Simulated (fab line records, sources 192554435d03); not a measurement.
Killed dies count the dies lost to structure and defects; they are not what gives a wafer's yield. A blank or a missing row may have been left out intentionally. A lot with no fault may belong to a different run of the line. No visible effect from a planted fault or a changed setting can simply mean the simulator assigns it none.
Matching of chambers    flow n5_finfet    N5_BEOL_M3_ETCH_70 on rie_diel-02: 4 sister chambers
The step etches SOC in N2/H2, target depth 80 nm, overetch 16 nm, time 120 s. 4 wafers are shown with their chamber, then 10 later ones without.

## WAFERS PAIRED WITH THEIR CHAMBERS
wafer   chamber  showerhead_plenum_p_Torr (Torr)
L080.2  0        2.51
L083.1  1        2.45
L083.3  2        2.63
L084.5  3        2.51

## WAFERS WHOSE CHAMBER IS MISSING
wafer   showerhead_plenum_p_Torr (Torr)
L084.6  2.51
L093.4  2.50
L093.5  2.45
L093.6  2.63
L094.2  2.44
L094.3  2.50
L094.4  2.63
L097.1  2.62
L097.3  2.44
L097.5  2.62

## EACH ONE'S CHAMBER
wafer   from the rows above      in truth
L084.6  can't be placed: 0 or 3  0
L093.4  can't be placed: 0 or 3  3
L093.5  1                        1
L093.6  2                        2
L094.2  1                        1
L094.3  can't be placed: 0 or 3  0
L094.4  2                        2
L097.1  2                        2
L097.3  1                        1
L097.5  2                        2
Correct placement for 7 of the 10. These rows do not allow placing 3 (true chamber among the candidates in 3). 0 placed wrongly.
How it was worked out, from the rows above alone: a wafer's distance from a chamber is the root of the sum, over the readings, of the square of ((its reading less the chamber's mean) divided by the reading's scatter). If the next closest chamber is less than 2 further off than the closest, the wafer can't be placed; otherwise it belongs to the closest. The mean given for a chamber averages the wafers shown for that chamber. The scatter: with one shown wafer a chamber, the root of the mean of the squares of how far each hidden wafer lies from its nearest shown one.
